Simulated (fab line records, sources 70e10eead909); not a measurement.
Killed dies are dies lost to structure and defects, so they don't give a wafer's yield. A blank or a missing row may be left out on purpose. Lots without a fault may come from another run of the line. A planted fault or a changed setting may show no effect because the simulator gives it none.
fab line records | flow nand_harc
record lots=5 wafers=15 last_day=32
route steps=1302 shown P_BONDPAD@367 A_START@389 A_ZERO_WELL@390
lots that met no fault: from a run of the same line without faults
start_h: hours from the record's first day to the start of the lot's first wafer shown | wait_h: hours since the lot's step before | " the same as in the row above | L1.1+2: a row that stands for several wafers | - no value, or no start given | * or withheld: withheld | < > ~ a bound
route shown NAME@n: a module of which the file shows steps, and the number in the route of the first | usual: mean/standard deviation of fault-free wafers | same: alike in all rows | chamber/n: place in a boat | sites: the reading at each site | _std_site: their standard deviation | _edge_site: outer sites' mean less inner sites' | radius_mm: how far each site lies from the wafer's centre | mask NAME#n: copy n | behind: the tool/chamber that last shaped the wafer | hold: why the lot was held/for how many hours/how that ended | device: the transistor (n, p or np) that didn't switch | end of line: the same wafers' tests at the end of the route | a step without rows: its recipe alone | killed: dies lost to structure and defects at the first sort, not the wafer's yield | map: a wafer's dies, x killed, . not, _ none there
set.NAME: the setting as run; set.NAME@STEP: as run at that earlier step | model.NAME: the simulator's own value behind a step, which no gauge read
lots at some steps of the route; a table a step, a row a wafer
services: from which hour (start_h, from the record's first day; less than 0 if before it) a tool's chamber was out of use, for how many hours, and why
## steps
# step NHARC_P_BONDPAD_DESCUM_11
# recipe time_s=3 o2_flow_sccm=200 ar_flow_sccm=0 bias_power_w=0 chemistry=O2
# usual drypump_motor_current_A=5.6/0.4 mfc_ar_sccm=0.009/0.014 oes_product_au=1.002/0.011 rf_vpp_V=57.9/0.8 showerhead_plenum_p_Torr=1.95/0.08 throttle_valve_pct=11.311/0.0092
# columns lot.wafer tool chamber start_h wait_h drypump_motor_current_A mfc_ar_sccm oes_product_au rf_hours_counter_h rf_vpp_V showerhead_plenum_p_Torr throttle_valve_pct
L077.3 rie_diel-09 1 162.78 - 6.1 0 0.987 0.3 58.6 1.90 11.332
L077.1 " 3 " " 5.7 0.042 0.992 0.3 58.1 2.01 11.324
L077.6 " 0 " " 4.9 0.013 1.009 - 57.7 1.84 11.315
L078.3 rie_diel-01 2 177.40 - 5.4 0.003 0.977 6.9 56.8 2.00 11.299
L078.4 " 3 " " 6.0 0 0.996 6.2 57.5 1.81 11.317
L078.5 " 1 " " 5.7 0.012 0.981 - 59.3 2.02 11.313
L079.3 rie_diel-09 0 182.71 - 4.9 0.013 1.003 0.7 57.0 1.84 11.317
L079.1 " 1 " " 6.1 0 1.002 0.6 59.0 1.90 11.306
L079.6 " 3 " " 5.8 0.042 0.991 - 56.3 2.01 11.317
L084.2 rie_diel-12 1 238.99 - 5.7 0.033 1.018 4.8 58.1 2.04 11.327
L084.3 " 2 " " 5.0 0 1.019 4.7 57.4 1.99 11.304
L084.6 " 3 " " 5.7 0 0.994 - 57.5 2.00 11.315
L097.4 rie_diel-12 3 360.74 - 5.7 0 1.012 2.2 57.8 2.00 11.331
L097.2 " 1 " " 5.7 0.033 1.007 1.8 57.2 2.04 11.310
L097.6 " 0 " " 5.3 0 0.999 - 58.4 1.99 11.312
# step NHARC_P_BONDPAD_ETCH_37
# recipe target_depth_a=600 overetch_a=180 time_s=65.91 ion_energy_ev=200 n2_flow_sccm=150 h2_flow_sccm=150 ar_flow_sccm=0 rf_w=400 bias_w=150 chemistry=N2/H2
# usual drypump_motor_current_A=5.5/0.4 mfc_ar_sccm=0.009/0.014 oes_product_au=1.002/0.011 rf_vpp_V=431.7/2.4 showerhead_plenum_p_Torr=2.09/0.084 throttle_valve_pct=14.172/0.01
# columns lot.wafer tool chamber start_h wait_h drypump_motor_current_A mfc_ar_sccm oes_product_au rf_hours_counter_h rf_vpp_V showerhead_plenum_p_Torr throttle_valve_pct
L077.1 rie_diel-09 1 162.86 0.1 6.1 0 0.989 0.3 431.9 2.02 14.166
L077.3 " 3 " " 5.7 0.042 0.994 0.3 433.2 2.15 14.158
L077.6 " 1 " " 6.1 0 0.977 - 428.7 2.02 14.175
L078.3 rie_diel-01 2 177.48 0.1 5.4 0.003 0.986 6.9 434.0 2.13 14.186
L078.4 " 1 " " 5.8 0.012 0.992 7.9 432.8 2.16 14.173
L078.5 " 2 " " 5.4 0.003 0.996 - 431.0 2.13 14.168
L079.1 rie_diel-09 2 182.77 0.1 6.3 0 1.010 0.4 427.2 1.95 14.186
L079.3 " 1 " " 6.1 0 1.006 0.6 430.5 2.02 14.175
L079.6 " 3 " " 5.8 0.042 1.016 - 432.7 2.15 14.182
L084.2 rie_diel-12 2 239.06 0.1 5.0 0 1.026 4.7 433.1 2.12 14.169
L084.3 " 1 " " 5.7 0.033 1.014 4.8 433.9 2.18 14.166
L084.6 " 3 " " 5.7 0 0.993 - 432.8 2.13 14.182
L097.2 rie_diel-12 1 360.83 0.1 5.7 0.033 1.007 1.8 435.2 2.18 14.167
L097.4 " 2 " " 5.0 0 1.015 2.0 433.3 2.12 14.187
L097.6 " 1 " " 5.7 0.033 1.022 - 432.6 2.18 14.177
# step NHARC_P_BONDPAD_ETCH_12
# recipe target_depth_a=2000 time_s=100 chf3_flow_sccm=50 o2_flow_sccm=10 ar_flow_sccm=200 rf_w=500 bias_w=200 chemistry=CHF3/O2
# usual drypump_motor_current_A=5.6/0.42 mfc_ar_sccm=200.0/0.6 oes_product_au=0.940/0.02 rf_vpp_V=371.5/2.2 showerhead_plenum_p_Torr=2.44/0.093 throttle_valve_pct=20.573/0.0083
# columns lot.wafer tool chamber start_h wait_h drypump_motor_current_A mfc_ar_sccm oes_product_au rf_hours_counter_h rf_vpp_V showerhead_plenum_p_Torr throttle_valve_pct
L077.1 rie_diel-09 0 - - 5.0 200.8 0.977 0.4 367.7 2.32 20.591
L077.3 " 2 " " 6.3 200.6 0.987 0.3 368.7 2.30 20.588
L077.6 " 0 " " 4.9 200.7 0.965 - 368.7 2.32 20.567
L078.4 rie_diel-01 1 - - 5.7 199.6 0.923 7.9 372.6 2.53 20.563
L078.3 " 0 " " 5.5 200.0 0.930 7.2 367.1 2.32 20.580
L078.5 " 2 " " 5.3 199.8 0.913 - 372.6 2.50 20.558
L079.3 rie_diel-09 2 - - 6.3 200.3 0.943 0.5 367.1 2.30 20.583
L079.1 " 3 " " 5.8 200.0 0.949 0.6 373.5 2.52 20.577
L079.6 " 2 " " 6.3 200.0 0.942 - 370.4 2.30 20.571
L084.3 rie_diel-12 0 - - 5.3 198.8 0.922 4.8 372.9 2.49 20.586
L084.2 " 1 " " 5.7 201.2 0.934 4.8 374.1 2.56 20.560
L084.6 " 1 " " 5.7 200.2 0.940 - 374.0 2.56 20.580
L097.2 rie_diel-12 2 - - 5.0 200.4 0.933 2.1 373.2 2.49 20.563
L097.4 " 0 " " 5.3 200.5 0.918 2.0 372.8 2.49 20.571
L097.6 " 2 " " 5.0 200.3 0.935 - 372.8 2.49 20.578
# step NHARC_P_BONDPAD_CD_MEAS_13
# usual cd_nm=499.3/2.6
# columns lot.wafer tool chamber start_h wait_h cd_nm
L077.1 cd_sem-02 - 163.08 - 500.1
L077.3 " - " " 500.9
L077.6 " - " " 499.3
L078.3 cd_sem-01 - 177.71 - 500.7
L078.4 " - " " 502.3
L078.5 " - " " 502.0
L079.1 cd_sem-02 - 183.00 - 498.5
L079.3 " - " " 495.5
L079.6 " - " " 498.8
L084.2 cd_sem-02 - 239.29 - 503.2
L084.3 " - " " 501.1
L084.6 " - " " 503.0
L097.2 cd_sem-02 - 361.06 - 500.5
L097.4 " - " " 498.0
L097.6 " - " " 495.9
# step NHARC_P_BONDPAD_STRIP_15
# recipe o2_flow_sccm=500 ar_flow_sccm=0 bias_w=0 chemistry=O2
# usual drypump_motor_current_A=5.7/0.46 mfc_ar_sccm=0.011/0.015 oes_product_au=1.003/0.011 rf_vpp_V=57.8/0.98 showerhead_plenum_p_Torr=3.55/0.14 throttle_valve_pct=17.037/0.0089
# columns lot.wafer tool chamber start_h wait_h drypump_motor_current_A mfc_ar_sccm oes_product_au rf_hours_counter_h rf_vpp_V showerhead_plenum_p_Torr throttle_valve_pct
L077.1 rie_diel-12 3 163.16 0.1 5.7 0 0.977 2.3 59.5 3.68 17.040
L077.3 " 1 " " 5.7 0.033 1.002 2.1 58.4 3.75 17.043
L077.6 " 2 " " 5.0 0 1.017 - 58.5 3.66 17.038
L078.3 rie_diel-01 0 177.78 0.1 5.5 0.005 1.013 7.2 58.0 3.41 17.043
L078.4 " 2 " " 5.4 0.003 0.990 7.0 56.2 3.67 17.053
L078.5 " 1 " " 5.7 0.012 0.994 - 57.9 3.71 17.027
L079.1 rie_diel-01 1 183.09 0.1 5.8 0.012 0.988 8.1 57.9 3.71 17.045
L079.3 " 2 " " 5.4 0.003 0.987 7.1 58.7 3.67 17.036
L079.6 " 0 " " 5.5 0.005 0.996 - 56.3 3.41 17.033
L084.3 rie_diel-09 3 239.36 0.1 5.8 0.042 0.990 2.6 57.4 3.69 17.042
L084.2 " 1 " " 6.1 0 1.000 3.4 57.3 3.50 17.037
L084.6 " 0 " " 5.0 0.013 0.998 - 56.7 3.40 17.028
L097.4 rie_diel-09 0 361.13 0.1 4.9 0.013 1.016 1.5 58.2 3.40 17.036
L097.2 " 2 " " 6.3 0 1.011 1.6 56.8 3.38 17.032
L097.6 " 0 " " 5.0 0.013 1.016 - 55.7 3.40 17.044
# step NHARC_P_BONDPAD_ETCH_24
# recipe target_depth_a=300 over_etch_frac=0.3 time_s=72.99 ion_energy_ev=150 cf4_flow_sccm=50 n2_flow_sccm=100 ar_flow_sccm=150 rf_w=300 bias_w=100 chemistry=CF4/N2
# usual drypump_motor_current_A=5.7/0.45 mfc_ar_sccm=150.0/0.42 oes_product_au=1.002/0.011 rf_vpp_V=314.5/2.1 showerhead_plenum_p_Torr=2.64/0.11 throttle_valve_pct=19.793/0.0091
# columns lot.wafer tool chamber start_h wait_h drypump_motor_current_A mfc_ar_sccm oes_product_au rf_hours_counter_h rf_vpp_V showerhead_plenum_p_Torr throttle_valve_pct
L077.1 rie_diel-12 2 163.34 0.2 5.0 150.3 1.035 2.3 317.0 2.72 19.800
L077.3 " 1 " " 5.7 149.5 1.022 2.1 317.4 2.80 19.799
L077.6 " 1 " " 5.7 149.7 1.025 - 317.9 2.80 19.807
L078.4 rie_diel-01 1 - - 5.7 150.3 0.983 8.0 318.0 2.76 19.785
L078.3 " 2 " " 5.3 149.2 0.990 7.0 316.0 2.73 19.791
L078.5 " 0 " " 5.5 150.0 0.992 - 312.7 2.53 19.783
L079.1 rie_diel-01 1 - - 5.7 150.4 0.985 8.1 317.8 2.76 19.800
L079.3 " 2 " " 5.3 149.5 0.998 7.2 316.7 2.73 19.800
L079.6 " 0 " " 5.5 150.3 1.000 - 311.4 2.53 19.794
L084.3 rie_diel-09 1 - - 6.1 150.5 0.988 3.4 313.9 2.61 19.802
L084.2 " 3 " " 5.8 150.3 0.986 2.6 316.4 2.75 19.802
L084.6 " 1 " " 6.1 150.1 0.994 - 312.8 2.61 19.785
L097.4 rie_diel-09 2 - - 6.3 150.2 1.004 1.7 312.8 2.51 19.807
L097.2 " 3 " " 5.8 150.5 0.994 1.6 316.5 2.75 19.799
L097.6 " 1 " " 6.1 150.3 1.019 - 313.4 2.60 19.789
# step NHARC_P_BONDPAD_STRIP_16
# recipe time_s=600 temp_c=30 chemistry=post_etch_residue_remover
# columns lot.wafer tool chamber start_h wait_h
L077.1+6+3 wet_bench-08 5,7,0 163.49 -
L078.5+4+3 wet_bench-10 0,1,3 178.07 -
L079.3+1+6 wet_bench-10 5,6,7 183.36 -
L084.3+6+2 wet_bench-10 6,7,0 239.64 -
L097.4+6+2 wet_bench-08 5,7,2 361.41 -
# step NHARC_P_BONDPAD_DEGAS_25
# recipe temp_c=300 time_s=60
# usual heater_power_w=487/49
# columns lot.wafer tool chamber start_h wait_h heater_power_w
L077.3 pvd_sputter-03 - 163.76 - 510
L077.1 " - " " 466
L077.6 " - " " 508
L078.4 pvd_sputter-01 - 178.34 - 462
L078.3 " - " " 481
L078.5 " - " " 465
L079.1 pvd_sputter-01 - 183.65 - 493
L079.3 " - " " 442
L079.6 " - " " 521
L084.2 pvd_sputter-03 - 239.92 - 441
L084.3 " - " " 511
L084.6 " - " " 489
L097.2 pvd_sputter-02 - 361.68 - 439
L097.4 " - " " 463
L097.6 " - " " 439
# step NHARC_P_BONDPAD_PRE_CLEAN_26
# recipe time_s=30 temp_c=280 gas=H2/He
# usual heater_power_w=426/42
# columns lot.wafer tool chamber start_h wait_h heater_power_w
L077.3 pvd_sputter-03 - - - 399
L077.1 " - " " 462
L077.6 " - " " 413
L078.3 pvd_sputter-01 - - - 413
L078.4 " - " " 452
L078.5 " - " " 437
L079.1 pvd_sputter-01 - - - 398
L079.3 " - " " 446
L079.6 " - " " 430
L084.2 pvd_sputter-03 - - - 391
L084.3 " - " " 422
L084.6 " - " " 376
L097.4 pvd_sputter-02 - - - 366
L097.2 " - " " 540
L097.6 " - " " 388
# step NHARC_P_BONDPAD_PVD_17
# recipe target_thk_a=50 bias_v=168.6 power_w=15000 chamber_pressure_pa=0.12 time_s=8.06 substrate_temp_c=50 material=TaN
# usual throttle_valve_pct=30.2/0.78
# columns lot.wafer tool chamber start_h wait_h throttle_valve_pct
L077.3 pvd_sputter-03 - - - 31.3
L077.1 " - " " 30.6
L077.6 " - " " 30.4
L078.4 pvd_sputter-01 - - - 30.9
L078.3 " - " " 28.4
L078.5 " - " " 29.9
L079.3 pvd_sputter-01 - - - 30.7
L079.1 " - " " 28.6
L079.6 " - " " 29.9
L084.3 pvd_sputter-03 - - - 31.0
L084.2 " - " " 29.6
L084.6 " - " " 30.5
L097.2 pvd_sputter-02 - - - 29.6
L097.4 " - " " 30.5
L097.6 " - " " 30.7
# step NHARC_P_BONDPAD_PVD_27
# recipe target_thk_a=300 chamber_pressure_pa=5 power_w=5000 substrate_temp_c=30 time_s=20.49 material=Cu
# usual throttle_valve_pct=30.2/0.81
# columns lot.wafer tool chamber start_h wait_h throttle_valve_pct
L077.1 pvd_sputter-03 - - - 29.9
L077.3 " - " " 31.5
L077.6 " - " " 30.5
L078.4 pvd_sputter-01 - - - 30.1
L078.3 " - " " 31.1
L078.5 " - " " 28.4
L079.1 pvd_sputter-01 - - - 29.6
L079.3 " - " " 30.9
L079.6 " - " " 29.7
L084.2 pvd_sputter-03 - - - 31.0
L084.3 " - " " 30.3
L084.6 " - " " 30.6
L097.2 pvd_sputter-02 - - - 30.0
L097.4 " - " " 29.6
L097.6 " - " " 31.5
# step NHARC_P_BONDPAD_ECD_18
# recipe target_thk_a=4000 bath_temp_c=25 material=Cu
# columns lot.wafer tool chamber start_h wait_h
L077.1+3+6 ecd_cu-02 0,0,1 164.17 -
L078.4+3+5 ecd_cu-01 0,1,0 178.80 -
L079.1+3+6 ecd_cu-01 1,0,0 184.00 -
L084.2+3+6 ecd_cu-02 0,1,1 240.32 -
L097.2+4+6 ecd_cu-02 1 362.09 -
# step NHARC_P_BONDPAD_ANNEAL_28
# recipe temp_c=225 time_s=90
# usual anneal_temp_c_max=225.59/0.18 wafer_temp_C_max=226.0/0.36
# columns lot.wafer tool chamber start_h wait_h anneal_temp_c_max wafer_temp_C_max
L077.1 rtp_anneal-02 0 164.49 - 225.65 225.5
L077.3 " 0 " " 225.92 225.6
L077.6 " 0 " " 225.51 225.5
L078.3 rtp_anneal-02 0 179.18 0.3 225.77 226.0
L078.4 " 0 " " 225.57 225.8
L078.5 " 0 " " 225.70 226.1
L079.1 rtp_anneal-02 0 184.37 - 225.55 225.8
L079.3 " 0 " " 225.58 225.8
L079.6 " 0 " " 225.37 226.0
L084.2 rtp_anneal-01 0 240.70 0.3 225.67 226.7
L084.3 " 0 " " 225.19 226.6
L084.6 " 0 " " 225.94 226.3
L097.2 rtp_anneal-02 0 362.47 0.3 225.58 225.7
L097.4 " 0 " " 225.58 226.1
L097.6 " 0 " " 225.37 225.7
# step NHARC_P_BONDPAD_CMP_19
# recipe t_overpolish_s=30 cu_recess_touch_s=16 target_thk_nm=160.81
# usual edge_zone_pressure_frac=1.001/0.0049 motor_current_A=11.7/1.2 overpolish_run_s=30.001/0.0097
# same cu_recess_touch_s=16
# columns lot.wafer tool chamber start_h wait_h edge_zone_pressure_frac motor_current_A overpolish_run_s
L077.1 cmp-04 2 164.87 - 0.995 14.6 29.997
L077.3 " 0 " " 1.005 13.2 29.993
L077.6 " 2 " " 0.999 14.7 29.988
L078.3 cmp-02 3 179.42 - 1.006 10.2 29.992
L078.4 " 2 " " 1.000 11.9 29.993
L078.5 " 0 " " 1.001 11.2 29.985
L079.1 cmp-04 0 184.72 - 1.002 12.4 29.996
L079.3 " 2 " " 0.997 14.5 30.008
L079.6 " 0 " " 1.001 12.2 30.007
L084.2 cmp-01 3 241.00 - 1.008 11.3 30.003
L084.3 " 1 " " 0.997 10.1 30.011
L084.6 " 3 " " 1.002 11.6 29.998
L097.4 cmp-04 0 362.76 - 0.998 11.8 29.990
L097.2 " 2 " " 1.006 13.6 29.997
L097.6 " 0 " " 0.992 12.5 29.994
# step NHARC_P_BONDPAD_THK_MEAS_20
# recipe thk_meas_gauge=xrf
# usual thk_nm=160.3/1.8
# columns lot.wafer tool chamber start_h wait_h thk_nm
L077.1 film_metro-02 - 165.16 - 160.7
L077.3 " - " " 161.4
L077.6 " - " " 160.2
L078.3 film_metro-02 - 179.74 - 158.3
L078.4 " - " " 160.5
L078.5 " - " " 161.1
L079.1 film_metro-01 - 185.03 - 161.1
L079.3 " - " " 161.1
L079.6 " - " " 159.0
L084.2 film_metro-02 - 241.32 - 159.5
L084.3 " - " " 162.9
L084.6 " - " " 160.6
L097.2 film_metro-02 - 363.08 - 158.2
L097.4 " - " " 161.6
L097.6 " - " " 161.7
# step NHARC_P_BONDPAD_SRD_21
# recipe time_s=30 temp_c=23 dry_time_s=20 spin_rpm=1500
# columns lot.wafer tool chamber start_h wait_h
L077.1+6+3 wet_bench-10 6,7,1 165.20 0.0
L078.3+5+4 wet_bench-08 4,5,0 179.79 0.0
L079.6+1+3 wet_bench-08 6,7,0 185.08 0.0
L084.2+6+3 wet_bench-10 6,1,2 241.36 0.0
L097.6+2+4 wet_bench-08 3,5,7 363.12 0.0
# step NHARC_P_BONDPAD_INSPECT_23
# usual raw_defect_count=311/110
# columns lot.wafer tool chamber start_h wait_h raw_defect_count
L077.1 defect_inspect-02 - 165.39 0.0 240
L077.3 " - " " 303
L077.6 " - " " 388
L078.3 defect_inspect-02 - 179.97 0.0 296
L078.4 " - " " 487
L078.5 " - " " 505
L079.1 defect_inspect-02 - 185.24 0.0 232
L079.3 " - " " 167
L079.6 " - " " 156
L084.2 defect_inspect-02 - 241.54 0.0 362
L084.3 " - " " 284
L084.6 " - " " 377
L097.2 defect_inspect-01 - 363.28 0.0 581
L097.4 " - " " 363
L097.6 " - " " 248
# step NHARC_P_BONDPAD_ACTIVATE_29
# recipe time_s=60 n2_flow_sccm=200 ar_flow_sccm=0 bias_power_w=0 chemistry=N2
# usual drypump_motor_current_A=5.7/0.45 mfc_ar_sccm=0.009/0.015 oes_product_au=1.004/0.012 rf_vpp_V=64.2/0.89 showerhead_plenum_p_Torr=1.79/0.075
# columns lot.wafer tool chamber start_h wait_h drypump_motor_current_A mfc_ar_sccm oes_product_au rf_hours_counter_h rf_vpp_V showerhead_plenum_p_Torr
L077.1 rie_diel-09 0 165.45 0.1 4.9 0.013 1.002 0 63.1 1.70
L077.3 " 3 " " 5.8 0.042 1.006 0 65.7 1.86
L077.6 " 0 " " 5.0 0.013 1.018 - 63.2 1.70
L078.3 rie_diel-09 1 180.03 0.1 6.1 0 0.997 1 63.4 1.75
L078.4 " 2 " " 6.3 0 1.017 0 63.5 1.69
L078.5 " 1 " " 6.1 0 1.005 - 64.2 1.75
L079.1 rie_diel-09 1 185.30 0.1 6.1 0 0.998 1 63.6 1.75
L079.3 " 3 " " 5.8 0.042 1.001 1 65.2 1.86
L079.6 " 2 " " 6.3 0 0.999 - 63.8 1.69
L084.3 rie_diel-09 3 241.60 0.1 5.8 0.042 0.995 3 64.6 1.86
L084.2 " 2 " " 6.3 0 1.017 3 63.4 1.69
L084.6 " 3 " " 5.8 0.042 0.994 - 65.2 1.86
L097.4 rie_diel-01 1 363.35 0.1 5.8 0.012 1.017 10 65.5 1.86
L097.2 " 3 " " 6.0 0 0.997 11 64.3 1.66
L097.6 " 1 " " 5.8 0.012 1.020 - 63.7 1.86
# step NHARC_P_BONDPAD_PRECLEAN_30
# recipe time_s=300 temp_c=23 chemistry=DIW
# columns lot.wafer tool chamber start_h wait_h
L077.3+1+6 wet_bench-08 6,7,1 165.61 0.1
L078.3+5+4 wet_bench-08 5,6,1 180.20 0.2
L079.3+6+1 wet_bench-10 7,0,3 185.47 0.1
L084.2+6+3 wet_bench-08 1,2,3 241.82 0.2
L097.2+4+6 wet_bench-08 4,6,7 363.53 0.1
# step NHARC_P_BONDPAD_SRD_31
# recipe time_s=30 temp_c=23 dry_time_s=20 spin_rpm=1500
# columns lot.wafer tool chamber start_h wait_h
L077.3+1+6 wet_bench-08 6,7,1 - -
L078.3+5+4 wet_bench-08 5,6,1 - -
L079.3+6+1 wet_bench-10 7,0,3 - -
L084.2+6+3 wet_bench-08 1,2,3 - -
L097.2+4+6 wet_bench-08 4,6,7 - -
# step NHARC_A_START_INSPECT_01
# usual raw_defect_count=3.5/2
# columns lot.wafer tool chamber start_h wait_h raw_defect_count
L077.1 defect_inspect-02 - 165.86 - 1
L077.3 " - " " 2
L077.6 " - " " 2
L078.3 defect_inspect-01 - 180.43 - 6
L078.4 " - " " 2
L078.5 " - " " 4
L079.1 defect_inspect-02 - 185.73 - 5
L079.3 " - " " 3
L079.6 " - " " 3
L084.2 defect_inspect-02 - 242.03 - 5
L084.3 " - " " 4
L084.6 " - " " 3
L097.2 defect_inspect-01 - 363.75 - 7
L097.4 " - " " 4
L097.6 " - " " 5
# step NHARC_A_ZERO_WELL_PRECLEAN_00
# recipe time_s=600 temp_c=120 chemistry=SPM
# columns lot.wafer tool chamber start_h wait_h
L077.1+3+6 wet_bench-09 6,2,3 165.94 0.1
L078.5+3+4 wet_bench-01 5,1,2 180.52 0.1
L079.6+1+3 wet_bench-01 7,1,3 185.82 0.1
L084.6+3+2 wet_bench-01 4,6,7 242.13 0.1
L097.6+2+4 wet_bench-04 2,3,5 363.85 0.1
# step NHARC_A_ZERO_WELL_SRD_01
# columns lot.wafer tool chamber start_h wait_h
L077.1+3+6 wet_bench-09 6,2,3 - -
L078.5+3+4 wet_bench-01 5,1,2 - -
L079.6+1+3 wet_bench-01 7,1,3 - -
L084.6+3+2 wet_bench-01 4,6,7 - -
L097.6+2+4 wet_bench-04 2,3,5 - -
# step NHARC_A_ZERO_WELL_DEHYDRATE_02
# recipe temp_c=150 time_s=120
# usual heater_power_total_W=182.6/1.1
# columns lot.wafer tool chamber start_h wait_h heater_power_total_W
L077.1 litho_track-03 0 166.26 - 182.3
L077.3 " 0 " " 182.1
L077.6 " 0 " " 182.7
L078.3 litho_track-03 0 180.83 - 181.1
L078.4 " 0 " " 183.6
L078.5 " 0 " " 184.0
L079.1 litho_track-02 0 186.13 - 183.4
L079.3 " 0 " " 181.9
L079.6 " 0 " " 181.5
L084.2 litho_track-03 0 242.43 - 183.9
L084.3 " 0 " " 183.3
L084.6 " 0 " " 181.0
L097.2 litho_track-02 0 364.15 - 183.0
L097.4 " 0 " " 184.3
L097.6 " 0 " " 181.6
# step NHARC_A_ZERO_WELL_HMDS_03
# recipe time_s=30
# columns lot.wafer tool chamber start_h wait_h
L077.1+3+6 litho_track-03 0 - -
L078.3+4+5 litho_track-03 0 - -
L079.1+3+6 litho_track-02 0 - -
L084.2+3+6 litho_track-03 0 - -
L097.2+4+6 litho_track-02 0 - -
# step NHARC_A_ZERO_WELL_COAT_18
# recipe temp_c=200 time_s=65
# usual heater_power_total_W=386.1/1.4
# columns lot.wafer tool chamber start_h wait_h heater_power_total_W
L077.1 litho_track-03 0 - - 388.0
L077.3 " 0 " " 384.8
L077.6 " 0 " " 385.0
L078.3 litho_track-03 0 - - 385.7
L078.4 " 0 " " 386.6
L078.5 " 0 " " 388.0
L079.1 litho_track-02 0 - - 387.1
L079.3 " 0 " " 386.6
L079.6 " 0 " " 384.6
L084.2 litho_track-03 0 - - 386.8
L084.3 " 0 " " 387.2
L084.6 " 0 " " 387.0
L097.2 litho_track-02 0 - - 385.5
L097.4 " 0 " " 385.3
L097.6 " 0 " " 386.6
# step NHARC_A_ZERO_WELL_COAT_04
# recipe spin_rpm=2000 resist_thk_nm=600
# columns lot.wafer tool chamber start_h wait_h
L077.1+3+6 litho_track-03 0 - -
L078.3+4+5 litho_track-03 0 - -
L079.1+3+6 litho_track-02 0 - -
L084.2+3+6 litho_track-03 0 - -
L097.2+4+6 litho_track-02 0 - -
# step NHARC_A_ZERO_WELL_SOFTBAKE_05
# recipe temp_c=125 time_s=70
# usual heater_power_total_W=201.1/1.3
# columns lot.wafer tool chamber start_h wait_h heater_power_total_W
L077.1 litho_track-03 0 - - 199.5
L077.3 " 0 " " 201.1
L077.6 " 0 " " 200.4
L078.3 litho_track-03 0 - - 199.6
L078.4 " 0 " " 199.8
L078.5 " 0 " " 199.2
L079.1 litho_track-02 0 - - 202.5
L079.3 " 0 " " 200.1
L079.6 " 0 " " 200.7
L084.2 litho_track-03 0 - - 201.5
L084.3 " 0 " " 200.1
L084.6 " 0 " " 200.9
L097.2 litho_track-02 0 - - 202.3
L097.4 " 0 " " 202.6
L097.6 " 0 " " 202.0
# step NHARC_A_ZERO_WELL_EBR_06
# columns lot.wafer tool chamber start_h wait_h
L077.1+3+6 litho_track-03 0 - -
L078.3+4+5 litho_track-03 0 - -
L079.1+3+6 litho_track-02 0 - -
L084.2+3+6 litho_track-03 0 - -
L097.2+4+6 litho_track-02 0 - -
# step NHARC_A_ZERO_WELL_EXPOSE_07
# recipe na=0.55 dose_mj=33.85 mask_id=A_ZERO
# columns lot.wafer tool chamber start_h wait_h mask
L077.1+3+6 krf_scanner-04 0 166.54 - A_ZERO#0
L078.3+4+5 krf_scanner-04 0 181.00 - A_ZERO#0
L079.1+3+6 krf_scanner-04 0 186.29 - A_ZERO#0
L084.2+3+6 krf_scanner-02 0 242.73 - A_ZERO#0
L097.2+4+6 krf_scanner-02 0 364.45 - A_ZERO#0
# step NHARC_A_ZERO_WELL_PEB_08
# recipe peb_temp_c=128 peb_time_s=80
# usual heater_power_total_W=189.8/0.76
# columns lot.wafer tool chamber start_h wait_h heater_power_total_W
L077.1 litho_track-07 0 166.61 0.1 188.7
L077.3 " 0 " " 190.9
L077.6 " 0 " " 189.6
L078.3 litho_track-03 0 181.06 0.1 189.0
L078.4 " 0 " " 188.8
L078.5 " 0 " " 189.0
L079.1 litho_track-03 0 186.36 0.1 189.1
L079.3 " 0 " " 189.6
L079.6 " 0 " " 190.9
L084.2 litho_track-07 0 242.79 0.1 190.5
L084.3 " 0 " " 190.1
L084.6 " 0 " " 189.1
L097.2 litho_track-07 0 364.51 0.1 190.5
L097.4 " 0 " " 190.9
L097.6 " 0 " " 189.8
# step NHARC_A_ZERO_WELL_DEVELOP_09
# recipe time_s=50 dev_temp_c=22
# columns lot.wafer tool chamber start_h wait_h
L077.1+3+6 litho_track-07 0 - -
L078.3+4+5 litho_track-03 0 - -
L079.1+3+6 litho_track-03 0 - -
L084.2+3+6 litho_track-07 0 - -
L097.2+4+6 litho_track-07 0 - -
# step NHARC_A_ZERO_WELL_CD_MEAS_10
# recipe target_cd_nm=2000 landing_energy_ev=500
# usual cd_nm=1998.9/1.9
# columns lot.wafer tool chamber start_h wait_h cd_nm
L077.1 cd_sem-03 0 166.70 - 1997.2
L077.3 " 0 " " 2000.5
L077.6 " 0 " " 1999.3
L078.3 cd_sem-02 0 181.15 - 1998.8
L078.4 " 0 " " 2002.3
L078.5 " 0 " " 1999.1
L079.1 cd_sem-01 0 186.44 - 2002.4
L079.3 " 0 " " 1996.7
L079.6 " 0 " " 1998.3
L084.2 cd_sem-01 0 242.88 - 1997.4
L084.3 " 0 " " 2000.1
L084.6 " 0 " " 1996.4
L097.2 cd_sem-02 0 364.59 - 1999.4
L097.4 " 0 " " 1999.2
L097.6 " 0 " " 2000.3
# step NHARC_A_ZERO_WELL_HARDBAKE_11
# recipe temp_c=118 time_s=65
# usual heater_power_total_W=195.8/0.35
# columns lot.wafer tool chamber start_h wait_h heater_power_total_W
L077.1 litho_track-02 0 166.78 - 195.5
L077.3 " 0 " " 195.9
L077.6 " 0 " " 196.1
L078.3 litho_track-03 0 181.23 - 195.9
L078.4 " 0 " " 196.1
L078.5 " 0 " " 195.2
L079.1 litho_track-07 0 186.52 - 196.0
L079.3 " 0 " " 195.7
L079.6 " 0 " " 196.2
L084.2 litho_track-03 0 242.96 - 195.2
L084.3 " 0 " " 196.2
L084.6 " 0 " " 195.4
L097.2 litho_track-02 0 364.67 - 196.2
L097.4 " 0 " " 196.2
L097.6 " 0 " " 196.1
## services
# columns tool chamber start_h hours kind
rie_diel-09 - 143.10 9.0 pm
wet_bench-01 - 152.57 10.2 repair
rie_diel-12 0 160.49 7.1 repair
rie_diel-12 3 164.04 5.3 repair
rie_diel-12 2 191.35 4.6 repair
rie_diel-12 1 191.55 3.9 repair
wet_bench-01 - 193.65 1.6 repair
rie_diel-01 - 203.82 9.0 pm
rie_diel-09 3 208.63 14.7 repair
pvd_sputter-01 - 226.00 10.0 pm
litho_track-02 - 227.00 7.0 pm
rie_diel-09 0 240.13 6.7 repair
pvd_sputter-03 - 247.90 3.4 repair
litho_track-07 - 251.00 7.0 pm
rie_diel-12 - 268.40 9.0 pm
litho_track-03 - 275.00 7.0 pm
rie_diel-09 3 289.91 5.8 repair
wet_bench-08 - 294.49 8.0 pm
rie_diel-09 0 309.76 4.6 repair
wet_bench-10 - 311.24 8.0 pm
rie_diel-09 - 320.11 9.0 pm
wet_bench-10 - 328.41 2.1 repair
pvd_sputter-03 - 348.01 10.0 pm
wet_bench-10 - 350.56 4.2 repair
## key
fault none
